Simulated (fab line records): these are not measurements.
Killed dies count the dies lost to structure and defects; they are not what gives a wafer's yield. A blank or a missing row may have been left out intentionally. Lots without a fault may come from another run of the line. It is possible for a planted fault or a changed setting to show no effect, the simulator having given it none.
Chamber matching | flow n5-finfet | rie-diel-05 running N5_BEOL_M9_DESCUM_16: 4 sister chambers
The step chemistry O2, time 7.9 s. 22 wafers are shown with their chamber, then 11 later ones without.

WAFERS WITH THEIR CHAMBER
wafer  | chamber | drypump-motor-current-A (A) | showerhead-plenum-p-Torr (Torr) | throttle-valve-pct (%)
L074.2 | 0       | 6.2                         | 1.97                            | 20.57
L074.3 | 1       | 5.7                         | 2.13                            | 20.52
L074.4 | 3       | 5.6                         | 2.18                            | 20.25
L075.2 | 0       | 6.2                         | 1.97                            | 20.58
L075.4 | 2       | 5.0                         | 2.14                            | 20.77
L075.5 | 3       | 5.6                         | 2.18                            | 20.27
L080.1 | 1       | 5.7                         | 2.13                            | 20.52
L080.2 | 3       | 5.6                         | 2.18                            | 20.28
L080.3 | 2       | 5.0                         | 2.14                            | 20.77
L080.4 | 0       | 6.1                         | 1.97                            | 20.59
L080.5 | 3       | 5.6                         | 2.18                            | 20.29
L080.6 | 2       | 5.0                         | 2.14                            | 20.77
L081.1 | 1       | 5.7                         | 2.13                            | 20.53
L081.2 | 2       | 5.0                         | 2.14                            | 20.78
L081.3 | 3       | 5.6                         | 2.17                            | 20.28
L082.1 | 1       | 5.7                         | 2.13                            | 20.54
L082.2 | 0       | 6.2                         | 1.96                            | 20.61
L082.6 | 3       | 5.6                         | 2.17                            | 20.29
L083.1 | 2       | 5.0                         | 2.14                            | 20.81
L083.2 | 3       | 5.6                         | 2.17                            | 20.30
L083.3 | 0       | 6.1                         | 1.96                            | 20.60
L083.4 | 1       | 5.7                         | 2.13                            | 20.54

SIGNATURES (averages over the wafers above)
reading                  | chamber 0 | chamber 1 | chamber 2 | chamber 3 | scatter within a chamber
drypump-motor-current-A  | 6.160     | 5.700     | 5.000     | 5.600     | 0.0258
showerhead-plenum-p-Torr | 1.9660    | 2.1300    | 2.1400    | 2.1757    | 0.00402
throttle-valve-pct       | 20.5900   | 20.5300   | 20.7800   | 20.2800   | 0.0153
Rule: a wafer's distance from a chamber is the root of the sum, over the readings, of the square of ((its reading less the chamber's mean) divided by the reading's scatter). The wafer belongs to the nearest chamber; if the next one is less than 2 further off, it can't be placed. The scatter is the square root of a quotient: the sum, over the shown wafers, of each reading's squared deviation from its chamber's mean, divided by wafers minus chambers.

WAFERS MISSING THEIR CHAMBER
wafer  | drypump-motor-current-A (A) | showerhead-plenum-p-Torr (Torr) | throttle-valve-pct (%)
L083.5 | 6.2                         | 1.96                            | 20.61
L083.6 | 5.6                         | 2.13                            | 20.54
L086.2 | 5.7                         | 2.13                            | 20.54
L086.3 | 5.6                         | 2.17                            | 20.30
L086.4 | 5.0                         | 2.13                            | 20.82
L095.1 | 5.7                         | 2.12                            | 20.59
L095.2 | 6.2                         | 2.22                            | 20.24
L095.3 | 5.0                         | 2.13                            | 20.81
L095.4 | 5.7                         | 2.12                            | 20.59
L095.5 | 5.0                         | 2.13                            | 20.83
L095.6 | 6.1                         | 2.22                            | 20.23

WHICH CHAMBER EACH ONE RAN IN
wafer  | from the rows above | in truth
L083.5 | 0                   | 0
L083.6 | 1                   | 1
L086.2 | 1                   | 1
L086.3 | 3                   | 3
L086.4 | 2                   | 2
L095.1 | 1                   | 1
L095.2 | 3                   | 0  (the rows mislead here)
L095.3 | 2                   | 2
L095.4 | 1                   | 1
L095.5 | 2                   | 2
L095.6 | 3                   | 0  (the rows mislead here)
Correctly placed: 9 of 11. Left unplaced by these rows: 0. Wrongly placed: 2.
